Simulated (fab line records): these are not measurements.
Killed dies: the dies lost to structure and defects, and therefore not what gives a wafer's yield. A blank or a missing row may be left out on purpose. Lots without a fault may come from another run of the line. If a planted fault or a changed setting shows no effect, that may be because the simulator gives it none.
Chamber matching :: flow n5 finfet :: N5_BEOL_M10_ETCH_65 on rie diel-05 has 4 sister chambers
The step etches SiARC in CF4, target depth 39 nm, time 65 s. 7 wafers are shown with their chamber, then 7 later ones without.

## EACH WAFER AND ITS CHAMBER
wafer: L080.2
chamber: 2
throttle valve pct (%): 15.57
oes product au (a.u.): 0.59

wafer: L085.4
chamber: 3
throttle valve pct (%): 15.70
oes product au (a.u.): 0.59

wafer: L088.3
chamber: 1
throttle valve pct (%): 15.45
oes product au (a.u.): 0.67

wafer: L088.5
chamber: 0
throttle valve pct (%): 15.78
oes product au (a.u.): 0.60

wafer: L088.6
chamber: 3
throttle valve pct (%): 15.73
oes product au (a.u.): 0.60

wafer: L090.2
chamber: 0
throttle valve pct (%): 15.78
oes product au (a.u.): 0.59

wafer: L090.4
chamber: 1
throttle valve pct (%): 15.44
oes product au (a.u.): 0.66

## WAFERS WHOSE CHAMBER IS MISSING
wafer: L090.5
throttle valve pct (%): 15.72
oes product au (a.u.): 0.59

wafer: L091.1
throttle valve pct (%): 15.79
oes product au (a.u.): 0.59

wafer: L091.3
throttle valve pct (%): 15.44
oes product au (a.u.): 0.66

wafer: L091.4
throttle valve pct (%): 15.09
oes product au (a.u.): 0.82

wafer: L093.3
throttle valve pct (%): 15.73
oes product au (a.u.): 0.58

wafer: L093.5
throttle valve pct (%): 15.78
oes product au (a.u.): 0.60

wafer: L093.6
throttle valve pct (%): 15.44
oes product au (a.u.): 0.67

## WHICH CHAMBER EACH WENT THROUGH
wafer: L090.5
from the rows above: 3
in truth: 3

wafer: L091.1
from the rows above: 0
in truth: 0

wafer: L091.3
from the rows above: 1
in truth: 1

wafer: L091.4
from the rows above: 1
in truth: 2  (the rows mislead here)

wafer: L093.3
from the rows above: can't be placed: 3 or 0
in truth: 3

wafer: L093.5
from the rows above: 0
in truth: 0

wafer: L093.6
from the rows above: 1
in truth: 1
5 of 7 placed correctly. These rows do not allow placing 1 (true chamber among the candidates in 1). Number placed wrongly: 1.
How it was worked out, from the rows above alone: a wafer's distance from a chamber is the root of the sum, over the readings, of the square of ((its reading less the chamber's mean) divided by the reading's scatter). The wafer belongs to the nearest chamber; if the next one is less than 2 further off, it can't be placed. The mean given for a chamber averages the wafers shown for that chamber. The scatter: the root of (the sum of the squares of (reading less its chamber's mean) over the shown wafers, divided by (wafers less chambers)).
